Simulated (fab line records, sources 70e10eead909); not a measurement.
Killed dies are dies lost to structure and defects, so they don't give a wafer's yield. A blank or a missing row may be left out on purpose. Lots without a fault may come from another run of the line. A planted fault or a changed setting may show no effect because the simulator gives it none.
Which tool did it? | flow nand_harc | 12 lots, 36 wafers sampled, at 4 steps of a route of 1302

WHAT THE GAUGES READ, wafer by wafer
NHARC_A_CONTACT_CD_MEAS_15.
lot  | measured     | on        | cd_nm (nm)
L075 | day 22 18:03 | cd_sem-03 | 190.1 190.2 189.5
L076 | day 23 20:35 | cd_sem-03 | 188.9 189.5 189.5
L077 | day 24 05:14 | cd_sem-01 | 190.2 189.7 190.2
L080 | day 25 00:07 | cd_sem-03 | 190.3 189.7 189.7
L082 | day 26 00:41 | cd_sem-02 | 190.0 189.2 189.3
L085 | day 27 12:38 | cd_sem-03 | 190.4 190.0 190.4
L087 | day 28 03:02 | cd_sem-03 | 189.8 190.7 190.9
L089 | day 28 08:40 | cd_sem-01 | 190.1 190.4 190.1
L091 | day 29 00:47 | cd_sem-01 | 189.4 190.0 189.9
L092 | day 29 18:55 | cd_sem-01 | 189.6 189.0 189.8
L094 | day 30 15:41 | cd_sem-02 | 188.8 188.1 189.3
L097 | day 31 22:59 | cd_sem-01 | 189.0 189.8 189.4

WHICH TOOL RAN EACH LOT (tool, then ch and the chambers of the sampled wafers, then the start)
lot  | NHARC_A_CONTACT_ETCH_128             | NHARC_A_CONTACT_DEP_85          | NHARC_A_CONTACT_ETCH_137
L075 | har_cap_etch-03 ch 0, day 22 09:23   | pecvd-02 ch 0,1, day 22 13:59   | har_cap_etch-01 ch 0,1, day 22 16:46
L076 | har_cap_etch-01 ch 0, day 23 08:22   | pecvd-03 ch 1,2, day 23 15:47   | har_cap_etch-01 ch 0,1, day 23 19:13
L077 | har_cap_etch-01 ch 0,1, day 23 17:09 | pecvd-02 ch 0,1,2, day 23 21:45 | har_cap_etch-01 ch 0,1, day 24 03:39
L080 | har_cap_etch-03 ch 1, day 24 14:46   | pecvd-03 ch 0,1, day 24 20:04   | har_cap_etch-02 ch 0,1, day 24 22:49
L082 | har_cap_etch-03 ch 0,1, day 25 15:53 | pecvd-04 ch 0,1, day 25 20:37   | har_cap_etch-03 ch 0,1, day 25 23:24
L085 | har_cap_etch-02 ch 0,1, day 27 02:26 | pecvd-03 ch 1,2, day 27 07:05   | har_cap_etch-01 ch 0, day 27 11:05
L087 | har_cap_etch-02 ch 0,1, day 27 18:10 | pecvd-03 ch 0,2, day 27 22:58   | har_cap_etch-01 ch 0, day 28 01:43
L089 | har_cap_etch-01 ch 0,1, day 27 22:02 | pecvd-04 ch 1,2, day 28 04:27   | har_cap_etch-01 ch 0,1, day 28 07:22
L091 | har_cap_etch-02 ch 0,1, day 28 13:07 | pecvd-03 ch 0,2, day 28 20:33   | har_cap_etch-03 ch 0, day 28 23:24
L092 | har_cap_etch-03 ch 0,1, day 29 09:33 | pecvd-04 ch 0,2, day 29 14:52   | har_cap_etch-01 ch 0,1, day 29 17:43
L094 | har_cap_etch-03 ch 0,1, day 30 07:07 | pecvd-02 ch 0,1,2, day 30 11:40 | har_cap_etch-03 ch 0,1, day 30 14:29
L097 | har_cap_etch-01 ch 0,1, day 31 12:11 | pecvd-02 ch 1,2, day 31 18:31   | har_cap_etch-01 ch 0,1, day 31 21:40
- NHARC_A_CONTACT_ETCH_128: etches the open film in C4F8/O2/Ar, time 197 s, target depth 1918 nm.
- NHARC_A_CONTACT_DEP_85: deposits SiON, target thk 60 nm.
- NHARC_A_CONTACT_ETCH_137: etches the open film in C4F8/O2/Ar, time 311 s, target depth 1912 nm.

THE ANSWER, worked out from the rows above alone
Rule: what is usual is taken from the lots themselves. Put in order of their means at a reading, lots are off if they are a third of the lots or fewer, leave a main group of 4 or more, and stand apart from it by a gap of 3 or more times the standard deviation of the main group's means; of several such gaps the widest counts. A main group whose means are all the same, to the digits that the tables above print for the reading, isn't used. A lot without any number at a reading at which 4 lots or more have one is off too. The other lots that the step has rows for count as sound.
No lot is off at any reading shown: from this, nothing can be told.

WHAT THE SIMULATOR HAD PUT IN
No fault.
